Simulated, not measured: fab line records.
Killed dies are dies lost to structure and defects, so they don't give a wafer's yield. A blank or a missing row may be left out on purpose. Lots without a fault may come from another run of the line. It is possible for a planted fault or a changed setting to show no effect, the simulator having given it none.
Problem report, 8D (eight disciplines) form, completed by code -- flow nand-harc -- the parts of the form that need people (team, actions taken, sign-off) are left out

== 1. WHAT IS WRONG ==
Mean of thk-nm at NHARC_A_ONON_D2_THK_MEAS_05: 504 nm across 6 wafers in 2 lots; on wafers with no fault it is 1000 nm (standard deviation 9.5). That is -52 standard deviations from the usual mean.
The step: measures by ellipsometry.
Seen first at day 17 11:21 on film-metro-01, wafer L693.1. The record has a number at this step for 39 wafers belonging to 13 lots. Rule for "out", or "out of limits": more than 4 standard deviations from the usual mean. The rest of the wafers with a number are treated as sound.

== 2. WHAT IT IS, AND WHAT IT ISN'T ==
question,is,is not
which readings at this step,thk-nm,-
which lots,"L693, L694","L682, L683, L686, L688, L690, L692, L698, L700, L701, L702, L703"
which wafers of those lots,all that have a number,-
read on which gauges,"film-metro-01, film-metro-02",-
when,from day 17 11:21,"up to then (18 sound wafers); but 15 sound wafers of L698, L700, L701, L702, L703 came after"

== 3. SUSPECTS, AND WHAT RULES EACH OUT ==
Counting: a tool at any process step up to the reading remains a suspect when it ran all the lots that are out and ran no sound lot after the first of those.
- the gauge at NHARC_A_ONON_D2_THK_MEAS_05: ruled out. 2 gauges (film-metro-01, film-metro-02) read the wafers that are out.
- pecvd-onon-02 at NHARC_A_ONON_D2_DEP_03 (target thk 1000 nm): ruled out as a lasting fault. Sound lots L698, L701 ran on it after its first lot that is out, L693 (day 17 10:50).
Left after counting: nothing in the record.

== 4. THE CAUSE (what the simulator had put in) ==
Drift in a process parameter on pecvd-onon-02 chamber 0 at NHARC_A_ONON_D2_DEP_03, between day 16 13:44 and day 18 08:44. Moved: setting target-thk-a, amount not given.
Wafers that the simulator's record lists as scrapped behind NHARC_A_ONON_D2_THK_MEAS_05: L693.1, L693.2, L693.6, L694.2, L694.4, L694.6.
Counting ruled it out, wrongly: the rule takes a fault to strike every lot that its tool runs from its start on, and this one did not.

== 5. SEQUENCE OF EFFECTS, ordered by route ==
Each row: a reading whose mean over the struck wafers that have a number lies more than 3 standard deviations from the usual. Readings are gone through only where the record gives a usual standard deviation; hours: the median, over the lots, of the time from a lot's start at the first step in this table giving one to that lot's start at this step; sigmas: the change measured in usual standard deviations.
hours,step,reading,usual,on struck wafers,change,sigmas
0,NHARC_A_ONON_D2_THK_MEAS_05,thk-nm,1000 nm,504,-496,-52

== 6. WHAT WOULD HAVE CAUGHT IT SOONER ==
Counted from the fault's start at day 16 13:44, it took 22 hours until the first out-of-limits reading at a measuring or inspecting step in this record, taken at day 17 11:21.
Tool readings at NHARC_A_ONON_D2_DEP_03 with a usual standard deviation given in the record: none out on any struck wafer, hence no alarm at a limit of 4 standard deviations on them.
